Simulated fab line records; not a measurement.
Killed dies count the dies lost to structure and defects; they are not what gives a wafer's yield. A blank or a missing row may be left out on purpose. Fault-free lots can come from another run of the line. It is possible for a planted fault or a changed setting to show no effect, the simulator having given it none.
Problem report, 8D (eight disciplines) form, completed by code | flow n5_finfet | the parts of the form that need people (team, actions taken, sign-off) are left out

== 1. THE PROBLEM ==
Wafers without a fault read 399.96 C, standard deviation 0.22; susceptor_temp_C at N5_BEOL_M9_PECVD_70 reads a mean of 408.20 C on 6 wafers belonging to 2 lots. Relative to the usual mean, that is a shift of +37 standard deviations.
The step: deposits SiO2 from TEOS/O2, target thk 20 nm, time 22.7 s.
Seen first at day 10 00:49 on pecvd-01, wafer L222.2. At this step, 12 wafers from 4 lots have a number in the record. Rule for "out", or "out of limits": more than 4 standard deviations from the usual mean. The other wafers with a number count as sound.

== 2. WHAT THIS IS AND IS NOT ==
question                    | is                     | is not
which readings at this step | susceptor_temp_C       | showerhead_plenum_p_Torr
which lots                  | L222, L224             | L239, L241
which wafers of those lots  | all that have a number | -
read on which tools         | pecvd-01               | pecvd-03
when                        | from day 10 00:49      | up to then (0 sound wafers); but 6 sound wafers of L239, L241 came after

== 3. SUSPECTS, AND WHAT RULES EACH OUT ==
Counting: a tool at a process step up to the reading stays a suspect if it ran every lot that is out and no sound lot after the first of them.
- pecvd-01 at N5_BEOL_M9_PECVD_70 (deposits SiO2 from TEOS/O2, target thk 20 nm, time 22.7 s): ruled out as a lasting fault. Following L222 (day 10 00:49), the first lot on it that is out, the sound lots L241 were run on it.
Left after counting: nothing in the record.

== 4. THE CAUSE (what the simulator had put in) ==
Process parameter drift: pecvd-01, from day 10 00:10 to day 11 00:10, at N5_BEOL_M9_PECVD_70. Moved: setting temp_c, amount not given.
Counting ruled it out, wrongly.

== 5. THE EFFECT CHAIN, in route order ==
One row per reading whose mean, taken over the struck wafers that have a number, lies over 3 standard deviations from the usual. Readings are gone through only where the record gives a usual standard deviation; hours: the median, over the lots, of the time from a lot's start at the first step in this table giving one to that lot's start at this step; sigmas: the change measured in usual standard deviations.
hours | step                | reading          | usual    | on struck wafers | change | sigmas
0     | N5_BEOL_M9_PECVD_70 | susceptor_temp_C | 399.96 C | 408.20           | +8.24  | +37
It contains these process steps:
- N5_BEOL_M9_PECVD_70: deposits SiO2 from TEOS/O2, target thk 20 nm, time 22.7 s.

== 6. WHAT WOULD HAVE CAUGHT IT SOONER ==
In this record the first reading out of limits was taken at day 10 00:49, 1 hour after the fault began at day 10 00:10.
